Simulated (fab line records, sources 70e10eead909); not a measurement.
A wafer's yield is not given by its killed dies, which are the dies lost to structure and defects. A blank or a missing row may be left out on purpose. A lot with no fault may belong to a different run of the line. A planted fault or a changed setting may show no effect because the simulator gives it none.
Check of tool commonality | flow nand harc | Lots sampled 11, wafers sampled 39

THE REASON FOR OPENING IT
Flagged at NHARC_A_ONON_D1_THK_MEAS_02: reading thk nm, on 2 of 11 lots. Wafers without a fault read 997 nm, standard deviation 9.4.
Rule: a lot is flagged when every wafer of it that has a number lies more than 4 standard deviations from that mean, or none has a number. As for the other lots, they are considered sound.

lot  | measured     | on            | thk nm (nm), wafer by wafer   | flag
L408 | day 8 00:34  | film metro-02 | 992 992 991                   |
L407 | day 8 00:35  | film metro-01 | 983 984 984                   |
L411 | day 8 09:50  | film metro-01 | 984 984 985                   |
L409 | day 8 09:53  | film metro-02 | 993 993 992                   |
L412 | day 8 14:50  | film metro-02 | 1005 1002 1004                |
L418 | day 10 20:14 | film metro-01 | 1055 1055 1056 1055 1056 1055 | FLAGGED
L422 | day 11 07:17 | film metro-02 | 1060 1060 1059 1059 1060 1059 | FLAGGED
L424 | day 11 14:06 | film metro-02 | 987 985 986                   |
L425 | day 12 08:30 | film metro-01 | 1000 1001 1002                |
L429 | day 12 19:54 | film metro-01 | 1004 1003 1003                |
L430 | day 13 04:39 | film metro-02 | 993 993 994                   |
The mean of the flagged lots' numbers is 1057 nm, +60 nm from the usual (+6 standard deviations).

EACH LOT AND THE TOOL IT RAN ON
4 process steps preceding the reading are held in the record, out of 1159 steps in the route. Every cell lists first the tool, next ch and the chambers used by the sampled wafers, and last the start.
lot  | flag    | NHARC_P_BONDPAD_ETCH_12                       | NHARC_A_ZERO_WELL_DESCUM_12        | NHARC_A_ZERO_WELL_ETCH_13       | NHARC_A_ONON_D1_DEP_00
L408 |         | rie diel-13 ch 0,3, day 7 01:01 or earlier    | rie diel-06 ch 0,1,2, day 7 01:01  | rie si-04 ch 0,1, day 7 01:13   | pecvd onon-03 ch 0, day 8 00:02
L407 |         | rie diel-13 ch 0,1, day 7 03:11 or earlier    | rie diel-06 ch 0,1,2, day 7 03:11  | rie si-03 ch 0,2, day 7 03:23   | pecvd onon-02 ch 0, day 8 00:07
L411 |         | rie diel-05 ch 1,3, day 7 14:32 or earlier    | rie diel-04 ch 1,3, day 7 14:32    | rie si-04 ch 0,2, day 7 14:44   | pecvd onon-02 ch 0, day 8 09:20
L409 |         | rie diel-13 ch 1,2,3, day 7 10:40 or earlier  | rie diel-03 ch 0,1,2, day 7 10:40  | rie si-03 ch 0,2,3, day 7 10:52 | pecvd onon-04 ch 0, day 8 09:25
L412 |         | rie diel-13 ch 2,3, day 7 19:21 or earlier    | rie diel-06 ch 1,2,3, day 7 19:21  | rie si-04 ch 0,2,3, day 7 19:34 | pecvd onon-03 ch 0, day 8 14:31
L418 | FLAGGED | rie diel-13 ch 1,2, day 9 21:40 or earlier    | rie diel-06 ch 1,3, day 9 21:40    | rie si-04 ch 0,1,3, day 9 21:53 | pecvd onon-02 ch 0, day 10 19:42
L422 | FLAGGED | rie diel-13 ch 0,2, day 10 08:16 or earlier   | rie diel-06 ch 0,2,3, day 10 08:16 | rie si-04 ch 0,2, day 10 08:28  | pecvd onon-02 ch 0, day 11 06:52
L424 |         | rie diel-13 ch 2,3, day 10 16:36 or earlier   | rie diel-04 ch 0,1,3, day 10 16:36 | rie si-04 ch 0,2, day 10 16:50  | pecvd onon-04 ch 0, day 11 13:35
L425 |         | rie diel-13 ch 2,3, day 11 11:40 or earlier   | rie diel-04 ch 2,3, day 11 11:40   | rie si-03 ch 1,2, day 11 11:52  | pecvd onon-03 ch 0, day 12 07:59
L429 |         | rie diel-13 ch 1,3, day 11 21:16 or earlier   | rie diel-03 ch 0,2,3, day 11 21:16 | rie si-04 ch 1,3, day 11 21:31  | pecvd onon-03 ch 0, day 12 19:23
L430 |         | rie diel-13 ch 0,1,3, day 12 03:41 or earlier | rie diel-03 ch 0,3, day 12 03:41   | rie si-03 ch 1,2, day 12 03:54  | pecvd onon-03 ch 0, day 13 04:08
What these steps do:
- NHARC_P_BONDPAD_ETCH_12: etches the open film in CHF3/O2, target depth 200 nm, time 100 s.
- NHARC_A_ZERO_WELL_DESCUM_12: chemistry O2, time 3 s.
- NHARC_A_ZERO_WELL_ETCH_13: etches the open film in HBr/Cl2, target depth 120 nm, time 40.1 s.
- NHARC_A_ONON_D1_DEP_00: target thk 1000 nm.
- NHARC_A_ONON_D1_THK_MEAS_02: measures by ellipsometry.

FLAGGED OVER TOTAL, TOOL BY TOOL (the gauges that took the reading come last)
step                        | tool          | lots run | flagged | share of the flagged lots | sound lots run after its first flagged lot
NHARC_P_BONDPAD_ETCH_12     | rie diel-05   | 1        | 0       | none                      | -
NHARC_P_BONDPAD_ETCH_12     | rie diel-13   | 10       | 2       | all                       | 4 (L424,L425,L429,L430)
NHARC_A_ZERO_WELL_DESCUM_12 | rie diel-03   | 3        | 0       | none                      | -
NHARC_A_ZERO_WELL_DESCUM_12 | rie diel-04   | 3        | 0       | none                      | -
NHARC_A_ZERO_WELL_DESCUM_12 | rie diel-06   | 5        | 2       | all                       | 0
NHARC_A_ZERO_WELL_ETCH_13   | rie si-03     | 4        | 0       | none                      | -
NHARC_A_ZERO_WELL_ETCH_13   | rie si-04     | 7        | 2       | all                       | 2 (L424,L429)
NHARC_A_ONON_D1_DEP_00      | pecvd onon-02 | 4        | 2       | all                       | 0
NHARC_A_ONON_D1_DEP_00      | pecvd onon-03 | 5        | 0       | none                      | -
NHARC_A_ONON_D1_DEP_00      | pecvd onon-04 | 2        | 0       | none                      | -
NHARC_A_ONON_D1_THK_MEAS_02 | film metro-01 | 5        | 1       | some                      | 2 (L425,L429)
NHARC_A_ONON_D1_THK_MEAS_02 | film metro-02 | 6        | 1       | some                      | 2 (L424,L430)
NHARC_P_BONDPAD_ETCH_12 gives no start for some lots, so the hours and the order of its lots are those of NHARC_A_ZERO_WELL_DESCUM_12.

WHAT THE TABLE ALLOWS
4 rows of the table ran every flagged lot: rie diel-13 at NHARC_P_BONDPAD_ETCH_12, rie diel-06 at NHARC_A_ZERO_WELL_DESCUM_12, rie si-04 at NHARC_A_ZERO_WELL_ETCH_13, pecvd onon-02 at NHARC_A_ONON_D1_DEP_00.
- rie diel-13 at NHARC_P_BONDPAD_ETCH_12 ran 10 lots, 2 of them flagged. Lots that were sound ran on it after the first flagged one (L424, L425, L429, L430); a persistent fault on the entire tool would not allow that.
- rie diel-06 at NHARC_A_ZERO_WELL_DESCUM_12 ran 5 lots, 2 of them flagged. A fault beginning between L412 (day 7 19:21), its last sound lot, and L418 (day 9 21:40), its first flagged one, fits the data.
- rie si-04 at NHARC_A_ZERO_WELL_ETCH_13 ran 7 lots, 2 of them flagged. Lots that were sound ran on it after the first flagged one (L424, L429); a persistent fault on the entire tool would not allow that.
- pecvd onon-02 at NHARC_A_ONON_D1_DEP_00 ran 4 lots, 2 of them flagged. A fault beginning between L411 (day 8 09:20), its last sound lot, and L418 (day 10 19:42), its first flagged one, fits the data.
These 2 tools cannot be told apart by counting lots, since each of them fits a fault that started at some hour. More lots, or a look at what each step does to the wafer, might.

WHAT THE SIMULATOR HAD PUT IN
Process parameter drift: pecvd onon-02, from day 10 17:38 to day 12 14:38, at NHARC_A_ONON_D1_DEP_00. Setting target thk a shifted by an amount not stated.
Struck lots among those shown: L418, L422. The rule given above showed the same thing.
